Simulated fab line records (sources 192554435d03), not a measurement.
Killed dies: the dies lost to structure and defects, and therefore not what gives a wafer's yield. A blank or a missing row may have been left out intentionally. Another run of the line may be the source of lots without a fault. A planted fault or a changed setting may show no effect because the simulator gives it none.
Split-lot study | flow n5 finfet | 7 lots, 21 wafers read, on a route of 1938 steps

== ABOUT THE SPLIT ==
At N5_BEOL_M0_SAQP_ETCH_88 (etches underlayer in N2/H2, target depth 6.5 nm, time 5.2 s), the setting source w was moved away from the recipe's 840 W on 7 of the 21 wafers read, by -16.6% to +14.7%. All remaining wafers had this setting at the recipe value.

The reading comes from the split's own step.

== THE READING ==
rf vpp V, in V, at N5_BEOL_M0_SAQP_ETCH_88 (etches underlayer in N2/H2, target depth 6.5 nm, time 5.2 s). A value of 523.9 V with a standard deviation of 2.3 V is what fault-free wafers of this fab line usually give.

wafer  | tool, chamber at the split | source w as run, W | against the recipe | rf vpp V, V | against lot-mates on the recipe
L074.1 | rie diel-04, 3             | 840                | recipe             | 522.5       | -
L074.3 | rie diel-04, 0             | 840                | recipe             | 521.4       | -
L074.4 | rie diel-04, 1             | 840                | recipe             | 524.7       | -
L078.1 | rie diel-05, 1             | 963.1              | +14.7%             | 503.3       | -16.2
L078.2 | rie diel-05, 3             | 840                | recipe             | 519.5       | -
L078.5 | rie diel-05, 2             | 963.1              | +14.7%             | 503.7       | -15.8
L079.1 | rie diel-04, 1             | 890.9              | +6.1%              | 514.0       | -10.2
L079.3 | rie diel-04, 3             | 840                | recipe             | 524.2       | -
L079.4 | rie diel-04, 2             | 890.9              | +6.1%              | 512.5       | -11.7
L084.1 | rie diel-02, 1             | 840                | recipe             | 520.2       | -
L084.2 | rie diel-02, 0             | 937.8              | +11.6%             | 502.8       | -18.5
L084.4 | rie diel-02, 3             | 840                | recipe             | 522.4       | -
L085.3 | rie diel-02, 2             | 840                | recipe             | 526.2       | -
L085.4 | rie diel-02, 1             | 840                | recipe             | 520.1       | -
L085.5 | rie diel-02, 3             | 730.4              | -13.0%             | 549.0       | +25.8
L086.1 | rie diel-04, 2             | 840                | recipe             | 521.4       | -
L086.3 | rie diel-04, 1             | 840                | recipe             | 527.3       | -
L086.5 | rie diel-04, 1             | 840                | recipe             | 525.5       | -
L089.3 | rie diel-05, 0             | 700.4              | -16.6%             | 557.8       | +34.0
L089.5 | rie diel-05, 3             | 840                | recipe             | 521.1       | -
L089.6 | rie diel-05, 2             | 840                | recipe             | 526.5       | -

FIT RESULTS
A straight line over all 21 wafers: rf vpp V changes by -1.72 V for each +1% of source w; r = -0.97; the points scatter about the line by 3.1 V.
The same after taking each lot's own level away (the mean of its wafers on the recipe; 21 wafers): -1.61 V for each +1%; r = -0.96; scatter 3.4 V.
Per that fit: largest source w move, reading shift of 27 V.
The span of the lots' own levels, 519.50 to 524.73 V, comes to 2.3 times the standard deviation stated above.
The two slopes agree, so the slope changes little with the lot-to-lot level.
Check: with one of the wafers moved furthest among these (-16.6%) left out of the fit, the line predicts +24.8 V for it against its lot-mates. Against them it came out at +34 V.
Tool readings at the split's step, against how far the setting was moved: etch rf on time s r = -0.97; rf vpp V r = -0.97.

== THESE WAFERS: OTHER SPLITS ==
Note: prior to the reading, these wafers also went through further splits. Each is held against what the fit with the lots' levels taken away leaves over:
other split on the same wafers              | wafers away from the commonest value | r with rf vpp V (lot level and that fit taken away)
N5_MOL_CONTACT_COAG_COAT_78 spin rpm        | 10                                   | +0.21
N5_MOL_CONTACT_COAG_EXPOSE_37 dose mj       | 9                                    | +0.00
N5_MOL_CONTACT_COAG_ALD_133 ald cycles      | 6                                    | -0.06
N5_BEOL_M0_SAQP_ETCH_107 source w           | 8                                    | -0.20
N5_BEOL_M0_SAQP_SPACER2_ALD_26 target thk a | 7                                    | +0.05

== THE WHOLE CHAIN: every reading that the file lists as answering this split, in the file's order ==
step                    | what it does                                                | reading           | change (the file's fit)              | r (the file's)
N5_BEOL_M0_SAQP_ETCH_88 | etches underlayer in N2/H2, target depth 6.5 nm, time 5.2 s | etch rf on time s | withheld for each +1% of the setting | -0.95
N5_BEOL_M0_SAQP_ETCH_88 | etches underlayer in N2/H2, target depth 6.5 nm, time 5.2 s | rf vpp V          | -1.7 V for each +1% of the setting   | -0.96

== FILE'S OWN FIT ==
rf vpp V changes by -1.7 V for each +1% of source w, r = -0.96.
